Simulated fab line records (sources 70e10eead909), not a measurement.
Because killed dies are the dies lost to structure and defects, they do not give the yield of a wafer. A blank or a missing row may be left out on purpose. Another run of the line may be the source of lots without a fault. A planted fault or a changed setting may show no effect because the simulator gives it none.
Which tool was responsible? | flow nand-harc | 10 lots, 30 wafers sampled, at 3 steps of a route of 1302

WHAT THE GAUGES SHOWED, per wafer
NHARC_A_CONTACT_CD_MEAS_69 targets a cd of 300 nm.
lot  | measured     | on        | cd-nm (nm)
L176 | day 22 11:44 | cd-sem-02 | 300.4 300.0 299.8
L178 | day 22 15:43 | cd-sem-02 | 299.7 299.2 299.5
L179 | day 23 03:08 | cd-sem-03 | 300.3 300.1 300.8
L184 | day 24 21:50 | cd-sem-02 | 300.4 300.4 300.0
L187 | day 27 05:29 | cd-sem-02 | 307.0 306.8 307.2
L191 | day 27 20:19 | cd-sem-02 | 299.1 298.9 300.2
L190 | day 27 23:53 | cd-sem-03 | 305.5 305.4 305.6
L193 | day 28 23:04 | cd-sem-03 | 299.9 300.4 299.4
L197 | day 30 14:58 | cd-sem-01 | 299.6 300.0 299.3
L199 | day 30 17:05 | cd-sem-03 | 300.3 299.7 299.6

WHAT TOOL EACH LOT RAN ON (gives the tool, then ch and the chambers of the sampled wafers, and finally the start)
lot  | NHARC_A_CONTACT_ETCH_102           | NHARC_A_CONTACT_EXPOSE_66
L176 | rie-diel-06 ch 1,2,3, day 22 07:10 | arfi-scanner-03 ch 0, day 22 11:35
L178 | rie-diel-06 ch 0,1,2, day 22 10:15 | arfi-scanner-02 ch 0, day 22 15:34
L179 | rie-diel-07 ch 1,2, day 22 17:33   | arfi-scanner-02 ch 0, day 23 03:00
L184 | rie-diel-05 ch 0,1, day 24 17:18   | arfi-scanner-02 ch 0, day 24 21:41
L187 | rie-diel-07 ch 0,1, day 27 00:07   | arfi-scanner-01 ch 0, day 27 05:21
L191 | rie-diel-05 ch 0,3, day 27 15:39   | arfi-scanner-03 ch 0, day 27 20:11
L190 | rie-diel-06 ch 1,2,3, day 27 19:14 | arfi-scanner-01 ch 0, day 27 23:44
L193 | rie-diel-05 ch 1,2,3, day 28 15:26 | arfi-scanner-02 ch 0, day 28 22:56
L197 | rie-diel-05 ch 0,3, day 30 08:30   | arfi-scanner-02 ch 0, day 30 14:50
L199 | rie-diel-06 ch 0,1,2, day 30 09:53 | arfi-scanner-03 ch 0, day 30 16:56
- NHARC_A_CONTACT_ETCH_102: etches the open film in CF4/O2, target depth 100 nm, overetch 10 nm, time 55 s.
- NHARC_A_CONTACT_EXPOSE_66: exposes mask A CC 2.

THE ANSWER, worked out from the rows above alone
Rule: usual is defined by the lots themselves. The widest of any qualifying gaps counts: lots, ordered by their means at a reading, are off when they make up no more than a third of the lots, leave a main group of 4 or more, and stand apart from it by 3 or more times the standard deviation of that group's means. If all means in a main group match to the digits the tables above print for the reading, that group is not used. Also off: a lot with no number at a reading for which 4 or more lots have one. The other lots that the step has rows for count as sound.
Off at NHARC_A_CONTACT_CD_MEAS_69 (cd-nm): L187, L190. The main group has a mean of 299.9 nm with a standard deviation of 0.34.
A tool fits if, at a process step before that reading, it ran every lot that is off, and no sound lot after the first of them. Those tools and the gauges at NHARC_A_CONTACT_CD_MEAS_69 are tried in the same way. One fits: arfi-scanner-01 at NHARC_A_CONTACT_EXPOSE_66. It ran no sound lot before its first lot that is off in this sample, so the start can't be narrowed down.

WHAT THE SIMULATOR PUT IN
Process parameter drift: arfi-scanner-01, from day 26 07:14 on, at NHARC_A_CONTACT_EXPOSE_66. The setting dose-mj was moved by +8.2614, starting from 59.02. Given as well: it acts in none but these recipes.
Lots struck among those shown: L187, L190. Same finding as the rule above.
